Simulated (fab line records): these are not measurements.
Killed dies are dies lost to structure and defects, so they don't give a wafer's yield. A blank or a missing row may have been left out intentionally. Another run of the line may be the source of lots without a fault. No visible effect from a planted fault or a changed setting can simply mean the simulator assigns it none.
Struck lot and sound lot, side by side | flow nandHarc | 41 steps out of a route of 1302
Sound: wafers L298.2, L298.3, L298.5. Struck: wafer L288.4 (L288.3, L288.5, from the same lot, were not struck and are left out); the cause is given at the end.
Order at every step that has rows: each side's tool, ch and its chambers, its first start. Under that, the readings that differ: sound wafers | struck wafers | difference of the means | sigmas: that difference in standard deviations of wafers without a fault.
alike: readings whose means differ by less than 2 such deviations, and words and numbers that are the same on both sides. not compared: withheld readings, readings that some wafer has no value for, bounds like >300 that may hide the same value, and numbers for which the record gives no deviation and whose values overlap.
A row with sigmas, a row that says differs or no value, or rows on one side alone: a step with any of these is where the two part. Numbers that have no deviation but don't overlap get no sigmas and don't part them. A reading missing from all wafers of one side parts the sides only when that side holds two or more wafers.

NHARC_A_M1_INSPECT_11:
  sound: defectInspect-02 at day 30 17:10; struck: defectInspect-01 at day 26 14:04
  alike: rawDefectCount
then, 2 steps without rows for these wafers: NHARC_A_M1_DESCUM_14 (chemistry O2, time 3 s); NHARC_A_M1_ETCH_35 (etches the open film in N2/H2, target depth 40 nm, overetch 12 nm, time 43.94 s).
NHARC_A_M1_ETCH_15: etches the open film in C4F8/Ar, target depth 182.5 nm, time 91.2 s.
  sound on rieDiel-11 ch 0,1; struck on rieDiel-05 ch 1
reading             | sound             | struck | difference | sigmas
oesProductAu (a.u.) | 0.920 0.934 0.938 | 0.974  | +0.043     | +2
  alike: rfVppV
  not compared: rfHoursCounterH
NHARC_A_M1_CD_MEAS_16:
  sound: cdSem-03 at day 30 17:32; struck: cdSem-03 at day 26 14:26
  alike: cdNm
then, 1 step without rows for these wafers: NHARC_A_M1_STRIP_18 (strips in N2/H2).
NHARC_A_M1_ETCH_28: etches the open film in CF4/N2, target depth 30 nm, time 72.99 s.
  sound on rieDiel-08 ch 0,1; struck on rieDiel-08 ch 2
  alike: drypumpMotorCurrentA, oesProductAu, rfVppV, showerheadPlenumPTorr, throttleValvePct
  not compared: rfHoursCounterH
then, 5 steps without rows for these wafers: NHARC_A_M1_STRIP_19 (strips in post etch residue remover, time 600 s); NHARC_A_M1_DEGAS_29 (time 60 s); NHARC_A_M1_PRE_CLEAN_30 (time 30 s); NHARC_A_M1_PVD_20 (deposits TaN, target thk 5 nm, time 8.06 s); NHARC_A_M1_PVD_21 (deposits Cu, target thk 30 nm, time 20.49 s).
NHARC_A_M1_ECD_22: material Cu, target thk 400 nm.
  sound on ecdCu-02 ch 0, day 30 18:38; struck on ecdCu-01 ch 0,1, day 26 15:37
then, 2 steps without rows for these wafers: NHARC_A_M1_ANNEAL_31 (time 90 s); NHARC_A_M1_CMP_23 (polishes, t overpolish 20 s, target thk 154.34 nm).
NHARC_A_M1_THK_MEAS_24: measures by xrf.
  sound: filmMetro-01 at day 30 19:41; struck: filmMetro-02 at day 26 16:33
  alike: thkNm
then, 4 steps without rows for these wafers: NHARC_A_M1_SRD_25; NHARC_A_M1_PRE_CLEAN_32 (time 12 s); NHARC_A_M1_DEP_33 (deposits SiCN, target thk 30 nm); NHARC_A_BONDPAD_DEP_00 (deposits SiCN, target thk 250 nm).
NHARC_A_BONDPAD_CMP_29: polishes SiCN, target thk 200 nm.
  sound on cmp-03 ch 0,1, day 30 21:05; struck on cmp-04 ch 2, day 26 17:57
  alike: edgeZonePressureFrac, motorCurrentA
NHARC_A_BONDPAD_THK_MEAS_30: measures by ellipsometry.
  sound: filmMetro-01 at day 30 21:21; struck: filmMetro-01 at day 26 18:12
  alike: thkNm
then, 10 steps without rows for these wafers: NHARC_A_BONDPAD_SRD_31; NHARC_A_BONDPAD_DEHYDRATE_01 (time 120 s); NHARC_A_BONDPAD_HMDS_02 (time 30 s); NHARC_A_BONDPAD_COAT_33 (time 65 s); NHARC_A_BONDPAD_COAT_03 (resist thk 600 nm); NHARC_A_BONDPAD_SOFTBAKE_04 (time 70 s); NHARC_A_BONDPAD_EBR_05; NHARC_A_BONDPAD_EXPOSE_06 (exposes mask A BPAD); NHARC_A_BONDPAD_PEB_07 (peb time 80 s); NHARC_A_BONDPAD_DEVELOP_08 (time 50 s).
NHARC_A_BONDPAD_CD_MEAS_09: the cd target is 500 nm.
  sound on cdSem-02 ch 0, day 30 21:56; struck on cdSem-01 ch 0, day 26 18:46
reading   | sound             | struck | difference | sigmas
cdNm (nm) | 499.9 498.9 498.5 | 505.6  | +6.5       | +3
NHARC_A_BONDPAD_OVL_MEAS_35:
  sound: overlay-02 at day 30 22:01; struck: overlay-02 at day 26 18:51
  alike: overlayXNm, overlayYNm
then, 2 steps without rows for these wafers: NHARC_A_BONDPAD_HARDBAKE_10 (time 65 s); NHARC_A_BONDPAD_DESCUM_11 (chemistry O2, time 3 s).
NHARC_A_BONDPAD_ETCH_34: etches the open film in N2/H2, target depth 60 nm, overetch 18 nm, time 65.91 s.
  sound on rieDiel-07 ch 0,1,3, day 30 22:14; struck on rieDiel-02 ch 0, day 26 19:05
  alike: drypumpMotorCurrentA, oesProductAu, rfVppV, showerheadPlenumPTorr, throttleValvePct
  not compared: rfHoursCounterH
NHARC_A_BONDPAD_ETCH_12: etches the open film in CHF3/O2, target depth 220 nm, time 110 s.
  sound on rieDiel-07 ch 2,3; struck on rieDiel-02 ch 1
  alike: drypumpMotorCurrentA, oesProductAu, rfVppV, showerheadPlenumPTorr, throttleValvePct
  not compared: rfHoursCounterH
NHARC_A_BONDPAD_CD_MEAS_13:
  sound: cdSem-02 at day 30 22:28; struck: cdSem-03 at day 26 19:21
reading   | sound             | struck | difference | sigmas
cdNm (nm) | 500.8 497.5 497.4 | 505.3  | +6.7       | +2
then, 1 step without rows for these wafers: NHARC_A_BONDPAD_STRIP_15 (strips in O2).
NHARC_END_SORT_01:
  sound on prober-01 ch 0, day 32 06:54; struck on prober-02 ch 0, day 28 07:34
reading                | sound          | struck | difference | sigmas
defectLimitedYield (%) | 90.7 91.9 91.3 | 14.6   | -76.7      | -28
killedAtArray          | 62 52 57       | 577    | +520       | +29
killedDies             | 63 55 59       | 578    | +519       | +29
killedShort            | 2 1 6          | 0      | -3         | -2
sort_bin_2_pct (%)     | 3.0 2.1 3.5    | 37.5   | +34.6      | +29
sort_bin_3_pct (%)     | 0.9 0.3 0.6    | 10.2   | +9.6       | +25
sort_bin_4_pct (%)     | 5.5 5.8 4.6    | 37.7   | +32.4      | +22
sortNPass              | 614 622 618    | 99     | -519       | -29
sortRimYieldPct (%)    | 85 91 87       | 15     | -73        | -16
sortYieldPct (%)       | 90.7 91.9 91.3 | 14.6   | -76.7      | -28
  alike: killedAtOther, killedAtPeriphery, killedOpen

## WHERE THEY PART
Last at NHARC_END_SORT_01 as far as this record goes, first at NHARC_A_M1_ETCH_15.

WHY: whatever the simulator had introduced
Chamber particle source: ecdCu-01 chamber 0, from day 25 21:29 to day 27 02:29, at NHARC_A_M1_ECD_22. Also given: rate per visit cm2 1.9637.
